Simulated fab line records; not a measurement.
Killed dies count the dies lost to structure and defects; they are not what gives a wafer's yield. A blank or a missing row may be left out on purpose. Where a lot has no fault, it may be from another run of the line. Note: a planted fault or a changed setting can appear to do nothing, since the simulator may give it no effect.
Which tool did it?	flow nandHarc	7 lots, 21 wafers sampled, at 5 steps of a route of 1302

WHAT THE GAUGES READ, wafer by wafer
NHARC_P_CONTACT_CD_MEAS_12 targets a cd of 90 nm.
lot	measured	on	cdNm (nm)
L220	day 6 14:21	cdSem-02	89.8 90.2 89.5
L224	day 8 06:49	cdSem-02	91.0 90.6 96.3
L231	day 11 02:11	cdSem-02	91.0 90.4 90.4
L233	day 12 06:46	cdSem-03	90.2 90.0 91.8
L235	day 13 05:54	cdSem-02	91.4 89.8 91.0
L237	day 13 16:42	cdSem-03	91.1 90.7 90.3
L241	day 15 08:01	cdSem-03	91.7 90.7 89.5

EACH LOT AND THE TOOL THAT RAN IT (in order: tool; ch and the chambers of the sampled wafers; start)
lot	NHARC_P_GATE_STRIP_112	NHARC_P_GATE_RTA_80	NHARC_P_GATE_RTA_82	NHARC_P_CONTACT_PEB_10
L220	plasmaAsher-01 ch 0,1, day 6 08:40	rtpAnneal-02 ch 0, day 6 12:05	rtpAnneal-02 ch 0, day 6 12:33	lithoTrack-01 ch 0, day 6 14:16
L224	plasmaAsher-02 ch 0,1, day 8 00:52	rtpAnneal-01 ch 0, day 8 04:44	rtpAnneal-01 ch 0, day 8 05:11	lithoTrack-04 ch 0, day 8 06:44
L231	plasmaAsher-02 ch 0,1, day 10 20:19	rtpAnneal-01 ch 0, day 10 23:55	rtpAnneal-02 ch 0, day 11 00:23	lithoTrack-04 ch 0, day 11 02:06
L233	plasmaAsher-02 ch 0,1, day 12 00:51	rtpAnneal-01 ch 0, day 12 04:27	rtpAnneal-02 ch 0, day 12 04:55	lithoTrack-01 ch 0, day 12 06:41
L235	plasmaAsher-01 ch 0,1, day 13 00:10	rtpAnneal-02 ch 0, day 13 03:38	rtpAnneal-01 ch 0, day 13 04:06	lithoTrack-06 ch 0, day 13 05:49
L237	plasmaAsher-01 ch 0, day 13 11:01	rtpAnneal-01 ch 0, day 13 14:34	rtpAnneal-02 ch 0, day 13 15:01	lithoTrack-01 ch 0, day 13 16:37
L241	plasmaAsher-01 ch 0,1, day 15 01:59	rtpAnneal-02 ch 0, day 15 05:37	rtpAnneal-01 ch 0, day 15 06:05	lithoTrack-04 ch 0, day 15 07:56
- NHARC_P_GATE_STRIP_112: strips in N2/H2, time 200 s.
- NHARC_P_GATE_RTA_80: time 30 s.
- NHARC_P_GATE_RTA_82: time 30 s.
- NHARC_P_CONTACT_PEB_10: peb time 65 s.

THE ANSWER, worked out from the rows above alone
Rule: what is usual is taken from the lots themselves. Put in order of their means at a reading, lots are off if they are a third of the lots or fewer, leave a main group of 4 or more, and stand apart from it by a gap of 3 or more times the standard deviation of the main group's means; of several such gaps the widest counts. A main group whose means are all the same, to the digits that the tables above print for the reading, isn't used. A lot without any number at a reading at which 4 lots or more have one is off too. The other lots that the step has rows for count as sound.
Off at NHARC_P_CONTACT_CD_MEAS_12 (cdNm): L224. Mean 90.5 nm and standard deviation 0.31 in the main group.
If a tool, at a process step before that reading, ran all the lots that are off and no sound lot after the first of them, it fits. The gauges at NHARC_P_CONTACT_CD_MEAS_12 are tried like those tools. Not one of the candidates tried fits.

WHAT THE SIMULATOR HAD PUT IN
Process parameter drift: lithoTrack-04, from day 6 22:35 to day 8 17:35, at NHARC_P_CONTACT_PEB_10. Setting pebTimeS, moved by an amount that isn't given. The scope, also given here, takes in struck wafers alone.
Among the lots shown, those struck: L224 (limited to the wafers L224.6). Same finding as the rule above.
